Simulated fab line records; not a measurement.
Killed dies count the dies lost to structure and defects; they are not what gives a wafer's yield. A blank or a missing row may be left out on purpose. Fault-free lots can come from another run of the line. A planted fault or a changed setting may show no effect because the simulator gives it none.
Split-lot experiment    flow n5Finfet    7 lots, 21 wafers read, on a route of 1938 steps

## SPLIT DETAILS
At N5_BEOL_M9_ILD_DEP_00 (deposits SiCOH lowk from DEMS/porogen, target thk 308.51 nm, time 58 s), the setting timeS was moved away from the recipe's 58 s on 9 of the 21 wafers read, by -8.7% to +9.2%. The other wafers ran this setting at the recipe's value.

## SPLIT TO READING: what lies between them in the file, 1 step
- N5_BEOL_M9_CURE_71: cures SiCOH lowk, time 240 s

## THE READING
M9_ILD_THK (nm), taken at N5_BEOL_M9_THK_MEAS_01. A value of 269 nm with a standard deviation of 3.4 nm is what fault-free wafers of this fab line usually give.

wafer   tool, chamber at the split  timeS as run, s  against the recipe  M9_ILD_THK, nm  against lot-mates on the recipe
L077.3  pecvd-02, 1                 62.56            +7.9%               289             +20
L077.4  pecvd-02, 0                 58               recipe              270             -
L077.6  pecvd-02, 0                 58               recipe              269             -
L074.2  pecvd-04, 0                 58               recipe              263             -
L074.3  pecvd-04, 0                 58               recipe              264             -
L074.4  pecvd-04, 1                 58               recipe              271             -
L080.1  pecvd-02, 1                 58               recipe              264             -
L080.3  pecvd-02, 0                 55.6             -4.1%               255             -12
L080.5  pecvd-02, 1                 58               recipe              269             -
L082.1  pecvd-03, 2                 58               recipe              266             -
L082.2  pecvd-03, 1                 55.62            -4.1%               252             -14
L082.3  pecvd-03, 0                 55.62            -4.1%               256             -10
L087.2  pecvd-03, 1                 53.98            -6.9%               250             -22
L087.5  pecvd-03, 0                 53.98            -6.9%               254             -18
L087.6  pecvd-03, 1                 58               recipe              272             -
L095.2  pecvd-02, 2                 58               recipe              266             -
L095.4  pecvd-02, 1                 63.32            +9.2%               292             +24
L095.5  pecvd-02, 2                 58               recipe              271             -
L096.2  pecvd-04, 1                 52.96            -8.7%               246             -26
L096.4  pecvd-04, 1                 58               recipe              272             -
L096.6  pecvd-04, 2                 52.96            -8.7%               247             -25

THE FIT
A straight line over all 21 wafers: M9_ILD_THK changes by +2.59 nm for each +1% of timeS; r = +0.97; the points scatter about the line by 3 nm.
The same after taking each lot's own level away (the mean of its wafers on the recipe; 21 wafers): +2.75 nm for each +1%; r = +0.99; scatter 2.2 nm.
On that fit, the largest move of timeS shifts the reading by 25 nm.
The lots' own levels span 266.0 to 272.0 nm, that is 1.8 times the standard deviation above.
The two slopes agree, so the slope changes little with the lot-to-lot level.
Check: +25.3 nm against its lot-mates is what the line predicts for one of the wafers moved furthest among these (+9.2%) when that wafer is left out of the fit. It came out at +23.5 nm against them.

## OTHER SPLITS ON THESE WAFERS
Other splits were also applied to these wafers ahead of the reading. Each is held against what the fit with the lots' levels taken away leaves over:
other split on the same wafers   wafers away from the commonest value  r with M9_ILD_THK (lot level and that fit taken away)
N5_BEOL_M5_ETCH_41 sourceW       7                                     +0.16
N5_BEOL_M6_ETCH_61 biasW         8                                     -0.17
N5_BEOL_M6_COAT_22 spinRpm       6                                     -0.19
N5_BEOL_M7_HM_DEP_02 targetThkA  9                                     +0.24
N5_BEOL_M7_DESCUM_33 timeS       8                                     -0.08
N5_BEOL_M7_TRENCH_ETCH_37 biasW  6                                     +0.22

## THE WHOLE CHAIN: every reading that the file lists as answering this split, in the file's order
step                    what it does                                                            reading                                                                                  change (the file's fit)               r (the file's)
N5_BEOL_M9_ILD_DEP_00   deposits SiCOH lowk from DEMS/porogen, target thk 308.51 nm, time 58 s  SiCOH_lowk_of_BEOL_M9_ILD_DEP_00.thkNm (the simulator's own value, which no gauge read)  +3.1 nm for each +1% of the setting   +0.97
N5_BEOL_M9_CURE_71      cures SiCOH lowk, time 240 s                                            SiCOH_lowk_of_BEOL_M9_ILD_DEP_00.thkNm (the simulator's own value, which no gauge read)  +2.75 nm for each +1% of the setting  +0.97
N5_BEOL_M9_THK_MEAS_01                                                                          M9_ILD_THK                                                                               +2.75 for each +1% of the setting     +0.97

## THE FILE'S OWN FIT
M9_ILD_THK changes by +2.75 nm for each +1% of timeS, r = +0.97.
